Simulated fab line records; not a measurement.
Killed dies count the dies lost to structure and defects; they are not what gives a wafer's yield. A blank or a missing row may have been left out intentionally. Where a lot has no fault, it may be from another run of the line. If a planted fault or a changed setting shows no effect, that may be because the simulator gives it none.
fab line records	flow nandHarc	part 1 of 2: steps 1 to 31 of 39
[record] lots = 5	wafers = 15	lastDay = 31
route steps=1302 shown A_STAIRCASE@753
lots that met no fault: from a run of the same line without faults
startH: start of the lot's first displayed wafer, in hours after the record's first day	waitH: hours elapsed since this lot's preceding step	" as in the row above	L1.1+2: a row that stands for several wafers	- either no value or no given start	* or withheld: withheld	< > ~ a bound
route shown NAME@n: names a module that has steps shown in the file, with the first one's number in the route	usual: the fault-free wafers' mean and standard deviation	same: alike in all rows	chamber/n: place in a boat	sites: the reading at each site	_std_site: standard deviation of those values	_edge_site: outer sites' mean less inner sites'	radiusMm: for every site, how far away it sits from the centre of the wafer	mask NAME#n: copy n	behind: the tool/chamber that last shaped the wafer	hold: reason for holding the lot/hours on hold/outcome of the hold	device: whichever transistor did not switch (one of n, p or np)	end of line: the same wafers' tests at the end of the route	for a step that has no rows: nothing shown but its recipe	killed: the dies lost at the first sort to structure and to defects; this is not the yield of the wafer	map: dies across one wafer; x = killed, . = not, _ = none there
set.NAME: setting as actually run; set.NAME@STEP: the setting as run at that earlier step	model.NAME: the simulator's own value behind a step, which no gauge read
lots at selected steps of the route; one table per step, one row per wafer
services: a tool's chamber out of use, with start hour (startH, from the record's first day; less than 0 if before it), hours out, and reason
[[steps]]
[step NHARC_A_STAIRCASE_STRIP_239]
[recipe] timeS = 900	tempC = 130	chemistry = SPM
[usual] bathHeatDutyPct = 15.1/1.6
lot.wafer	tool	chamber	startH	waitH	bathHeatDutyPct
L079.6	wetBench-04	2	413.98	0.1	14.3
L079.3	"	4	"	"	13.0
L079.1	"	5	"	"	11.2
L080.2	wetBench-03	6	425.41	0.3	16.8
L080.3	"	0	"	"	17.7
L080.1	"	1	"	"	14.1
L085.2	wetBench-01	0	470.87	0.3	18.3
L085.5	"	1	"	"	14.7
L085.6	"	5	"	"	14.2
L088.4	wetBench-01	4	515.46	0.2	16.0
L088.3	"	6	"	"	12.5
L088.2	"	7	"	"	13.6
L092.5	wetBench-04	1	555.80	0.1	14.5
L092.2	"	2	"	"	14.9
L092.6	"	4	"	"	15.2
[step NHARC_A_STAIRCASE_PRECLEAN_240]
[recipe] timeS = *	tempC = 50	bathAgeMin = 0	chemistry = SC1
[usual] bathHeatDutyPct = 7.2/0.83
lot.wafer	tool	chamber	startH	waitH	bathHeatDutyPct
L079.6	wetBench-04	2	-	-	6.8
L079.3	"	4	"	"	7.1
L079.1	"	5	"	"	5.3
L080.2	wetBench-03	6	-	-	6.9
L080.3	"	0	"	"	7.6
L080.1	"	1	"	"	6.4
L085.2	wetBench-01	0	-	-	8.2
L085.5	"	1	"	"	6.8
L085.6	"	5	"	"	7.3
L088.4	wetBench-01	4	-	-	7.7
L088.3	"	6	"	"	5.8
L088.2	"	7	"	"	7.1
L092.5	wetBench-04	1	-	-	6.4
L092.2	"	2	"	"	6.4
L092.6	"	4	"	"	6.8
[step NHARC_A_STAIRCASE_SRD_241]
lot.wafer	tool	chamber	startH	waitH
L079.6+3+1	wetBench-04	2,4,5	-	-
L080.2+3+1	wetBench-03	6,0,1	-	-
L085.2+5+6	wetBench-01	0,1,5	-	-
L088.4+3+2	wetBench-01	4,6,7	-	-
L092.5+2+6	wetBench-04	1,2,4	-	-
[step NHARC_A_STAIRCASE_DEHYDRATE_242]
[recipe] tempC = 150	timeS = 120
lot.wafer	tool	chamber	startH	waitH
L079.1+3+6	lithoTrack-02	0	414.43	-
L080.1+2+3	lithoTrack-02	0	425.87	-
L085.2+5+6	lithoTrack-03	0	471.32	-
L088.2+3+4	lithoTrack-02	0	515.97	-
L092.2+5+6	lithoTrack-05	0	556.26	-
[step NHARC_A_STAIRCASE_HMDS_243]
[recipe] timeS = 30
lot.wafer	tool	chamber	startH	waitH
L079.1+3+6	lithoTrack-02	0	-	-
L080.1+2+3	lithoTrack-02	0	-	-
L085.2+5+6	lithoTrack-03	0	-	-
L088.2+3+4	lithoTrack-02	0	-	-
L092.2+5+6	lithoTrack-05	0	-	-
[step NHARC_A_STAIRCASE_COAT_244]
[recipe] spinRpm = 1200
lot.wafer	tool	chamber	startH	waitH
L079.1+3+6	lithoTrack-02	0	-	-
L080.1+2+3	lithoTrack-02	0	-	-
L085.2+5+6	lithoTrack-03	0	-	-
L088.2+3+4	lithoTrack-02	0	-	-
L092.2+5+6	lithoTrack-05	0	-	-
[step NHARC_A_STAIRCASE_SOFTBAKE_245]
[recipe] tempC = 135	timeS = 170
lot.wafer	tool	chamber	startH	waitH
L079.1+3+6	lithoTrack-02	0	-	-
L080.1+2+3	lithoTrack-02	0	-	-
L085.2+5+6	lithoTrack-03	0	-	-
L088.2+3+4	lithoTrack-02	0	-	-
L092.2+5+6	lithoTrack-05	0	-	-
[step NHARC_A_STAIRCASE_EBR_246]
lot.wafer	tool	chamber	startH	waitH
L079.1+3+6	lithoTrack-02	0	-	-
L080.1+2+3	lithoTrack-02	0	-	-
L085.2+5+6	lithoTrack-03	0	-	-
L088.2+3+4	lithoTrack-02	0	-	-
L092.2+5+6	lithoTrack-05	0	-	-
[step NHARC_A_STAIRCASE_EXPOSE_247]
[recipe] na = 0.5	doseMj = 25.34	maskId = SDS_1
[usual] exposureDoseMJCm2 = 25.340/0.023
lot.wafer	tool	chamber	startH	waitH	mask	exposureDoseMJCm2
L079.1	krfScanner-03	0	414.76	-	SDS_1#0	25.382
L079.3	"	0	"	"	SDS_1#0	25.405
L079.6	"	0	"	"	SDS_1#0	25.377
L080.1	krfScanner-03	0	426.20	-	SDS_1#0	25.300
L080.2	"	0	"	"	SDS_1#0	25.354
L080.3	"	0	"	"	SDS_1#0	25.378
L085.2	krfScanner-02	0	471.66	-	SDS_1#0	25.276
L085.5	"	0	"	"	SDS_1#0	25.297
L085.6	"	0	"	"	SDS_1#0	25.294
L088.2	krfScanner-03	0	516.18	-	SDS_1#0	25.356
L088.3	"	0	"	"	SDS_1#0	25.383
L088.4	"	0	"	"	SDS_1#0	25.349
L092.2	krfScanner-03	0	556.60	-	SDS_1#0	25.314
L092.5	"	0	"	"	SDS_1#0	25.353
L092.6	"	0	"	"	SDS_1#0	25.324
[step NHARC_A_STAIRCASE_PEB_248]
[recipe] pebTempC = 115	pebTimeS = 130
lot.wafer	tool	chamber	startH	waitH
L079.1+3+6	lithoTrack-03	0	414.83	0.1
L080.1+2+3	lithoTrack-02	0	426.26	0.1
L085.2+5+6	lithoTrack-05	0	471.72	0.1
L088.2+3+4	lithoTrack-05	0	516.24	0.1
L092.2+5+6	lithoTrack-02	0	556.66	0.1
[step NHARC_A_STAIRCASE_DEVELOP_249]
[recipe] timeS = 140
lot.wafer	tool	chamber	startH	waitH
L079.1+3+6	lithoTrack-03	0	-	-
L080.1+2+3	lithoTrack-02	0	-	-
L085.2+5+6	lithoTrack-05	0	-	-
L088.2+3+4	lithoTrack-05	0	-	-
L092.2+5+6	lithoTrack-02	0	-	-
[step NHARC_A_STAIRCASE_HARDBAKE_251]
[recipe] tempC = 120	timeS = 140
lot.wafer	tool	chamber	startH	waitH
L079.1+3+6	lithoTrack-03	0	415.04	-
L080.1+2+3	lithoTrack-03	0	426.48	-
L085.2+5+6	lithoTrack-02	0	471.95	-
L088.2+3+4	lithoTrack-03	0	516.47	-
L092.2+5+6	lithoTrack-03	0	556.88	-
[step NHARC_A_STAIRCASE_DESCUM_252]
[recipe] timeS = 3	o2FlowSccm = 200	arFlowSccm = 0	biasPowerW = 0	chemistry = O2
[usual] drypumpMotorCurrentA = 5.6/0.45	oesProductAu = 1.000/0.012	rfVppV = 57.8/0.87	showerheadPlenumPTorr = 1.90/0.099	throttleValvePct = 11.311/0.009
lot.wafer	tool	chamber	startH	waitH	drypumpMotorCurrentA	oesProductAu	rfHoursCounterH	rfVppV	showerheadPlenumPTorr	throttleValvePct
L079.1	rieDiel-10	2	415.15	-	4.8	1.020	54	57.3	1.84	11.329
L079.3	"	0	"	"	6.0	1.016	66	57.5	2.05	11.312
L079.6	"	2	"	"	4.8	1.014	-	57.1	1.84	11.304
L080.2	rieDiel-02	2	426.76	-	6.0	1.004	8	57.6	1.89	11.320
L080.1	"	3	"	"	5.2	0.992	6	59.1	2.04	11.301
L080.3	"	1	"	"	5.2	1.004	8	57.3	2.03	11.295
L085.2	rieDiel-07	3	472.05	-	6.2	0.996	54	58.2	1.93	11.317
L085.6	"	1	"	"	5.8	0.997	-	59.3	1.91	11.317
L085.5	"	2	"	"	5.9	0.998	-	58.2	1.79	11.300
L088.3	rieDiel-02	3	516.55	-	5.2	0.995	40	58.9	2.03	11.334
L088.2	"	0	"	"	5.2	0.998	25	57.0	1.96	11.322
L088.4	"	1	"	"	5.2	0.996	28	57.3	2.03	11.333
L092.2	rieDiel-02	3	556.99	-	5.2	0.976	55	58.6	2.02	11.307
L092.5	"	1	"	"	5.2	0.997	-	57.0	2.02	11.307
L092.6	"	3	"	"	5.2	0.981	-	58.3	2.03	11.311
[step NHARC_A_STAIRCASE_ETCH_253]
[recipe] targetDepthA = 500	timeS = 20.2	ionEnergyEv = 400	c4f8FlowSccm = 20	o2FlowSccm = 10	arFlowSccm = withheld	rfW = 600	biasW = 1000	chemistry = C4F8/O2
[usual] oesProductAu = 0.959/0.02	rfVppV = 895/6.1
lot.wafer	tool	chamber	startH	waitH	oesProductAu	rfHoursCounterH	rfVppV
L079.3	rieDiel-10	0	415.23	0.1	0.997	66	904
L079.1	"	1	"	"	0.965	54	888
L079.6	"	0	"	"	1.002	-	904
L080.2	rieDiel-02	2	426.87	0.1	0.941	8	895
L080.1	"	3	"	"	0.927	6	904
L080.3	"	1	"	"	0.954	8	903
L085.2	rieDiel-07	3	472.12	0.1	0.977	54	897
L085.5	"	2	"	"	0.969	-	888
L085.6	"	3	"	"	0.980	-	899
L088.3	rieDiel-02	2	516.65	0.1	0.963	42	893
L088.2	"	3	"	"	0.952	40	902
L088.4	"	0	"	"	0.956	25	899
L092.2	rieDiel-02	1	557.08	0.1	0.953	46	901
L092.6	"	0	"	"	0.950	-	900
L092.5	"	1	"	"	0.957	-	903
[step NHARC_A_STAIRCASE_STRIP_254]
[recipe] powerW = 1500	tempC = 250	chemistry = O2
[usual] drypumpMotorCurrentA = 5.86/0.23	heaterPowerW = 317/39
lot.wafer	tool	chamber	startH	waitH	drypumpMotorCurrentA	heaterPowerW	rfHoursCounterH
L079.1	plasmaAsher-02	1	415.36	-	5.80	314	31
L079.3	"	0	"	"	5.47	339	-
L079.6	"	1	"	"	5.84	310	-
L080.1	plasmaAsher-01	1	426.97	-	6.09	257	16
L080.2	"	0	"	"	5.96	372	16
L080.3	"	1	"	"	6.10	259	-
L085.2	plasmaAsher-01	0	472.29	-	5.96	370	27
L085.5	"	1	"	"	6.07	257	-
L085.6	"	0	"	"	5.95	349	-
L088.2	plasmaAsher-02	1	516.78	-	5.82	318	16
L088.4	"	0	"	"	5.45	324	-
L088.3	"	1	"	"	5.81	321	-
L092.2	plasmaAsher-01	0	557.17	-	5.96	358	5
L092.5	"	0	"	"	5.96	348	-
L092.6	"	1	"	"	6.10	271	-
[step NHARC_A_STAIRCASE_STRIP_255]
[recipe] timeS = 900	tempC = 130	chemistry = SPM
[usual] bathHeatDutyPct = 14.9/1.6
lot.wafer	tool	chamber	startH	waitH	bathHeatDutyPct
L079.1	wetBench-01	7	415.66	0.3	13.2
L079.6	"	0	"	"	18.0
L079.3	"	3	"	"	12.4
L080.1	wetBench-04	4	427.31	0.3	14.4
L080.3	"	6	"	"	14.3
L080.2	"	7	"	"	15.4
L085.2	wetBench-04	0	472.59	0.3	16.0
L085.6	"	4	"	"	13.6
L085.5	"	5	"	"	11.0
L088.4	wetBench-04	4	517.08	0.2	13.9
L088.3	"	7	"	"	15.1
L088.2	"	0	"	"	16.0
L092.5	wetBench-04	7	557.51	0.1	15.3
L092.6	"	1	"	"	14.1
L092.2	"	3	"	"	15.0
[step NHARC_A_STAIRCASE_PRECLEAN_256]
[recipe] timeS = *	tempC = 50	bathAgeMin = 0	chemistry = SC1
[usual] bathHeatDutyPct = 7.2/0.84
lot.wafer	tool	chamber	startH	waitH	bathHeatDutyPct
L079.1	wetBench-01	7	-	-	7.5
L079.6	"	0	"	"	7.8
L079.3	"	3	"	"	5.6
L080.1	wetBench-04	4	-	-	6.4
L080.3	"	6	"	"	8.0
L080.2	"	7	"	"	6.9
L085.2	wetBench-04	0	-	-	8.2
L085.6	"	4	"	"	7.2
L085.5	"	5	"	"	5.1
L088.4	wetBench-04	4	-	-	6.6
L088.3	"	7	"	"	7.1
L088.2	"	0	"	"	7.8
L092.5	wetBench-04	7	-	-	8.1
L092.6	"	1	"	"	7.2
L092.2	"	3	"	"	7.9
[step NHARC_A_STAIRCASE_SRD_257]
lot.wafer	tool	chamber	startH	waitH
L079.1+6+3	wetBench-01	7,0,3	-	-
L080.1+3+2	wetBench-04	4,6,7	-	-
L085.2+6+5	wetBench-04	0,4,5	-	-
L088.4+3+2	wetBench-04	4,7,0	-	-
L092.5+6+2	wetBench-04	7,1,3	-	-
[step NHARC_A_STAIRCASE_HM_DEP_456]
[recipe] targetThkA = 31000	tempC = 400	material = aC
[usual] throttleValvePct = 35.001/0.0085
lot.wafer	tool	chamber	startH	waitH	throttleValvePct
L079.1	aclDep-03	0	416.12	-	35.013
L079.3	"	0	"	"	35.010
L079.6	"	0	"	"	35.000
L080.1	aclDep-03	0	430.79	-	34.997
L080.2	"	0	"	"	35.006
L080.3	"	0	"	"	35.006
L085.2	aclDep-01	0	476.71	-	34.997
L085.5	"	0	"	"	35.003
L085.6	"	0	"	"	35.004
L088.2	aclDep-01	0	518.48	-	35.004
L088.3	"	0	"	"	35.001
L088.4	"	0	"	"	34.995
L092.2	aclDep-01	0	563.03	-	35.011
L092.5	"	0	"	"	34.982
L092.6	"	0	"	"	35.001
[step NHARC_A_STAIRCASE_DEP_259]
[recipe] targetThkA = 300	targetThkNm = 30	tempC = 400	pressureTorr = 3.5	flowSccm = 200	rfW = 350	material = SiON
[usual] chamberPressureTorr = 3.499/0.0081	heaterPowerW = 722/100	showerheadVppV = 1146/61
lot.wafer	tool	chamber	startH	waitH	chamberPressureTorr	heaterPowerW	showerheadVppV
L079.3	pecvd-03	2	417.96	0.9	3.501	809	1109
L079.1	"	0	"	"	3.507	633	1126
L079.6	"	0	"	"	3.513	611	1126
L080.2	pecvd-02	1	432.64	1.2	3.491	724	1212
L080.1	"	0	"	"	3.500	641	1037
L080.3	"	1	"	"	3.504	719	1196
L085.2	pecvd-02	0	478.31	1.3	3.496	602	1002
L085.5	"	1	"	"	3.498	850	1208
L085.6	"	0	"	"	3.509	622	1026
L088.2	pecvd-03	2	520.05	1.3	3.502	903	1129
L088.3	"	1	"	"	3.504	787	1240
L088.4	"	1	"	"	3.496	776	1225
L092.2	pecvd-03	1	564.65	1.3	3.504	608	1236
L092.6	"	2	"	"	3.508	862	1136
L092.5	"	0	"	"	3.509	682	1124
[step NHARC_A_STAIRCASE_DEHYDRATE_260]
[recipe] tempC = 150	timeS = 120
lot.wafer	tool	chamber	startH	waitH
L079.1+3+6	lithoTrack-03	0	418.23	0.2
L080.1+2+3	lithoTrack-02	0	433.00	0.3
L085.2+5+6	lithoTrack-02	0	478.62	0.3
L088.2+3+4	lithoTrack-03	0	520.33	0.2
L092.2+5+6	lithoTrack-03	0	564.86	0.2
[step NHARC_A_STAIRCASE_HMDS_261]
[recipe] timeS = 30
lot.wafer	tool	chamber	startH	waitH
L079.1+3+6	lithoTrack-03	0	-	-
L080.1+2+3	lithoTrack-02	0	-	-
L085.2+5+6	lithoTrack-02	0	-	-
L088.2+3+4	lithoTrack-03	0	-	-
L092.2+5+6	lithoTrack-03	0	-	-
[step NHARC_A_STAIRCASE_COAT_262]
[recipe] spinRpm = 1200
lot.wafer	tool	chamber	startH	waitH
L079.1+3+6	lithoTrack-03	0	-	-
L080.1+2+3	lithoTrack-02	0	-	-
L085.2+5+6	lithoTrack-02	0	-	-
L088.2+3+4	lithoTrack-03	0	-	-
L092.2+5+6	lithoTrack-03	0	-	-
[step NHARC_A_STAIRCASE_SOFTBAKE_263]
[recipe] tempC = 135	timeS = 170
lot.wafer	tool	chamber	startH	waitH
L079.1+3+6	lithoTrack-03	0	-	-
L080.1+2+3	lithoTrack-02	0	-	-
L085.2+5+6	lithoTrack-02	0	-	-
L088.2+3+4	lithoTrack-03	0	-	-
L092.2+5+6	lithoTrack-03	0	-	-
[step NHARC_A_STAIRCASE_EBR_264]
lot.wafer	tool	chamber	startH	waitH
L079.1+3+6	lithoTrack-03	0	-	-
L080.1+2+3	lithoTrack-02	0	-	-
L085.2+5+6	lithoTrack-02	0	-	-
L088.2+3+4	lithoTrack-03	0	-	-
L092.2+5+6	lithoTrack-03	0	-	-
[step NHARC_A_STAIRCASE_EXPOSE_265]
[recipe] na = 0.5	doseMj = 25.01	maskId = CHOP_200
[usual] exposureDoseMJCm2 = 25.002/0.024
lot.wafer	tool	chamber	startH	waitH	mask	exposureDoseMJCm2
L079.1	krfScanner-01	0	418.56	-	CHOP_200#0	25.035
L079.3	"	0	"	"	CHOP_200#0	25.023
L079.6	"	0	"	"	CHOP_200#0	25.041
L080.1	krfScanner-02	0	433.33	-	CHOP_200#0	25.002
L080.2	"	0	"	"	CHOP_200#0	24.969
L080.3	"	0	"	"	CHOP_200#0	24.972
L085.2	krfScanner-02	0	478.83	-	CHOP_200#0	24.984
L085.5	"	0	"	"	CHOP_200#0	24.989
L085.6	"	0	"	"	CHOP_200#0	24.979
L088.2	krfScanner-03	0	520.66	-	CHOP_200#0	24.948
L088.3	"	0	"	"	CHOP_200#0	24.902
L088.4	"	0	"	"	CHOP_200#0	24.981
L092.2	krfScanner-02	0	565.07	-	CHOP_200#0	25.004
L092.5	"	0	"	"	CHOP_200#0	25.015
L092.6	"	0	"	"	CHOP_200#0	24.978
[step NHARC_A_STAIRCASE_PEB_266]
[recipe] pebTempC = 115	pebTimeS = 130
lot.wafer	tool	chamber	startH	waitH
L079.1+3+6	lithoTrack-03	0	418.63	0.1
L080.1+2+3	lithoTrack-02	0	433.39	0.1
L085.2+5+6	lithoTrack-03	0	478.90	0.1
L088.2+3+4	lithoTrack-05	0	520.73	0.1
L092.2+5+6	lithoTrack-03	0	565.13	0.1
[step NHARC_A_STAIRCASE_DEVELOP_267]
[recipe] timeS = 140
lot.wafer	tool	chamber	startH	waitH
L079.1+3+6	lithoTrack-03	0	-	-
L080.1+2+3	lithoTrack-02	0	-	-
L085.2+5+6	lithoTrack-03	0	-	-
L088.2+3+4	lithoTrack-05	0	-	-
L092.2+5+6	lithoTrack-03	0	-	-
[step NHARC_A_STAIRCASE_HARDBAKE_269]
[recipe] tempC = 120	timeS = 140
lot.wafer	tool	chamber	startH	waitH
L079.1+3+6	lithoTrack-03	0	418.84	-
L080.1+2+3	lithoTrack-03	0	433.61	-
L085.2+5+6	lithoTrack-02	0	479.12	-
L088.2+3+4	lithoTrack-05	0	520.95	-
L092.2+5+6	lithoTrack-03	0	565.36	-
[step NHARC_A_STAIRCASE_DESCUM_270]
[recipe] timeS = 3	o2FlowSccm = 200	arFlowSccm = 0	biasPowerW = 0	chemistry = O2
[usual] drypumpMotorCurrentA = 5.5/0.45	oesProductAu = 0.999/0.012	rfVppV = 57.9/0.94	showerheadPlenumPTorr = 1.91/0.097	throttleValvePct = 11.311/0.0091
lot.wafer	tool	chamber	startH	waitH	drypumpMotorCurrentA	oesProductAu	rfHoursCounterH	rfVppV	showerheadPlenumPTorr	throttleValvePct
L079.3	rieDiel-02	3	418.94	-	5.2	0.979	4	59.1	2.04	11.306
L079.1	"	0	"	"	5.2	0.990	4	58.6	1.97	11.317
L079.6	"	3	"	"	5.2	0.978	-	58.3	2.04	11.291
L080.2	rieDiel-02	1	433.70	-	5.2	1.003	9	59.5	2.03	11.307
L080.3	"	2	"	"	5.9	1.001	9	56.8	1.89	11.301
L080.1	"	3	"	"	5.2	0.986	7	60.4	2.04	11.314
L085.2	rieDiel-02	2	479.25	-	6.0	0.976	28	57.9	1.88	11.307
L085.5	"	0	"	"	5.3	0.989	-	59.2	1.97	11.301
L085.6	"	2	"	"	6.0	0.979	-	57.5	1.88	11.303
L088.3	rieDiel-02	3	521.03	-	5.2	0.986	41	58.5	2.03	11.299
L088.4	"	1	"	"	5.2	0.999	30	58.4	2.03	11.309
L088.2	"	2	"	"	6.0	0.982	43	56.9	1.88	11.322
L092.2	rieDiel-07	1	565.47	-	5.8	1.003	28	58.0	1.90	11.319
L092.6	"	2	"	"	6.0	1.015	-	55.0	1.78	11.292
L092.5	"	3	"	"	6.2	0.986	-	57.1	1.92	11.308
[step NHARC_A_STAIRCASE_ETCH_271]
[recipe] cf4FlowSccm = 100	chf3FlowSccm = 30	arFlowSccm = 0	rfW = 500	biasW = 200	chemistry = CF4/CHF3
[usual] drypumpMotorCurrentA = 5.6/0.45	oesProductAu = 0.952/0.023	rfVppV = 370.5/2.7	showerheadPlenumPTorr = 1.57/0.076	throttleValvePct = 16.802/0.009
lot.wafer	tool	chamber	startH	waitH	drypumpMotorCurrentA	oesProductAu	rfHoursCounterH	rfVppV	showerheadPlenumPTorr	throttleValvePct
L079.3	rieDiel-02	0	419.04	0.1	5.2	0.959	4	372.7	1.62	16.799
L079.1	"	1	"	"	5.3	0.982	5	373.9	1.67	16.806
L079.6	"	3	"	"	5.2	0.954	-	373.0	1.67	16.795
L080.3	rieDiel-02	3	433.81	0.1	5.2	0.918	7	374.7	1.67	16.804
L080.2	"	1	"	"	5.3	0.922	9	373.1	1.67	16.813
L080.1	"	2	"	"	5.9	0.935	9	369.9	1.55	16.810
L085.2	rieDiel-02	3	479.37	0.1	5.2	0.920	26	372.5	1.67	16.797
L085.6	"	2	"	"	6.0	0.907	-	369.7	1.55	16.802
L085.5	"	3	"	"	5.2	0.917	-	374.7	1.67	16.801
L088.3	rieDiel-02	0	521.12	0.1	5.2	0.967	26	371.5	1.61	16.794
L088.2	"	2	"	"	6.0	0.960	43	370.2	1.55	16.803
L088.4	"	3	"	"	5.2	0.950	41	374.1	1.66	16.806
L092.2	rieDiel-07	0	565.55	0.1	5.8	0.903	25	366.7	1.49	16.790
L092.5	"	2	"	"	5.9	0.923	-	366.9	1.47	16.800
L092.6	"	3	"	"	6.3	0.914	-	370.4	1.58	16.803
